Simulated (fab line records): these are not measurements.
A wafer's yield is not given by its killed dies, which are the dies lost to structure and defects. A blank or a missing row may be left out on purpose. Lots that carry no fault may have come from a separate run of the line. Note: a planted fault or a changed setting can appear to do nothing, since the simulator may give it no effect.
Commonality check across tools    flow nand_harc    1 lot, 3 wafers sampled

== THE REASON FOR OPENING IT ==
At NHARC_END_SORT_01 the reading killed_at_periphery is flagged on 1 of 1 lot. Wafers without a fault read 4.3, standard deviation 2.8.
Rule: a lot is flagged in two cases, either no wafer of it has a number, or all its wafers with numbers fall more than 4 standard deviations from that mean. All remaining lots are regarded as sound.

lot   measured      on         killed_at_periphery, wafer by wafer  flag
L718  day 26 12:28  prober-02  626 620 631                          FLAGGED
Averaged over the flagged lots the numbers come to 625.7, +621.4 from the usual (+99 or more standard deviations).

== EACH LOT AND THE TOOL IT RAN ON ==
The record holds 4 process steps before the reading, out of a route of 1302 steps. Read each cell as the tool, then ch plus the chambers that the sampled wafers visited, then the start.
lot   flag     NHARC_P_GATE_DESCUM_31           NHARC_P_GATE_HM_OPEN_105                      NHARC_P_GATE_STRIP_111               NHARC_P_GATE_EXPOSE_88
L718  FLAGGED  rie_diel-07 ch 0,1, day 7 14:41  rie_diel-07 ch 0,1,2, day 8 03:00 or earlier  plasma_asher-02 ch 0,1, day 8 03:00  krf_scanner-04 ch 0, day 8 05:39
What is done by these steps:
- NHARC_P_GATE_DESCUM_31: chemistry O2, time 3 s.
- NHARC_P_GATE_HM_OPEN_105: chemistry O2/COS, target depth 360 nm.
- NHARC_P_GATE_STRIP_111: strips in N2/H2, time 250 s.
- NHARC_P_GATE_EXPOSE_88: exposes mask P HVN, target cd 2000 nm.
- NHARC_END_SORT_01

== FLAGGED OVER TOTAL, TOOL BY TOOL (the gauges that took the reading come last) ==
step                      tool             lots run  flagged  share of the flagged lots  sound lots run after its first flagged lot
NHARC_P_GATE_DESCUM_31    rie_diel-07      1         1        all                        0
NHARC_P_GATE_HM_OPEN_105  rie_diel-07      1         1        all                        0
NHARC_P_GATE_STRIP_111    plasma_asher-02  1         1        all                        0
NHARC_P_GATE_EXPOSE_88    krf_scanner-04   1         1        all                        0
NHARC_END_SORT_01         prober-02        1         1        all                        0
Because NHARC_P_GATE_HM_OPEN_105 lacks a start for some lots, the hours and order of its lots are taken from NHARC_P_GATE_STRIP_111.

== WHAT THE TABLE PERMITS ==
5 rows of the table ran every flagged lot: rie_diel-07 at NHARC_P_GATE_DESCUM_31, rie_diel-07 at NHARC_P_GATE_HM_OPEN_105, plasma_asher-02 at NHARC_P_GATE_STRIP_111, krf_scanner-04 at NHARC_P_GATE_EXPOSE_88, prober-02 at NHARC_END_SORT_01.
- rie_diel-07 at NHARC_P_GATE_DESCUM_31: 1 of its 1 lot flagged. Because this sample shows no sound lot run on it before its first flagged lot, the start cannot be pinned down more closely.
- rie_diel-07 at NHARC_P_GATE_HM_OPEN_105: 1 of its 1 lot flagged. Because this sample shows no sound lot run on it before its first flagged lot, the start cannot be pinned down more closely.
- plasma_asher-02 at NHARC_P_GATE_STRIP_111: 1 of its 1 lot flagged. Because this sample shows no sound lot run on it before its first flagged lot, the start cannot be pinned down more closely.
- krf_scanner-04 at NHARC_P_GATE_EXPOSE_88: 1 of its 1 lot flagged. Because this sample shows no sound lot run on it before its first flagged lot, the start cannot be pinned down more closely.
- prober-02 at NHARC_END_SORT_01: 1 of its 1 lot flagged. Because this sample shows no sound lot run on it before its first flagged lot, the start cannot be pinned down more closely.
These 4 tools cannot be told apart by counting lots, since each of them fits a fault that started at some hour. More lots, or a look at what each step does to the wafer, might.

== WHAT WAS PUT IN BY THE SIMULATOR ==
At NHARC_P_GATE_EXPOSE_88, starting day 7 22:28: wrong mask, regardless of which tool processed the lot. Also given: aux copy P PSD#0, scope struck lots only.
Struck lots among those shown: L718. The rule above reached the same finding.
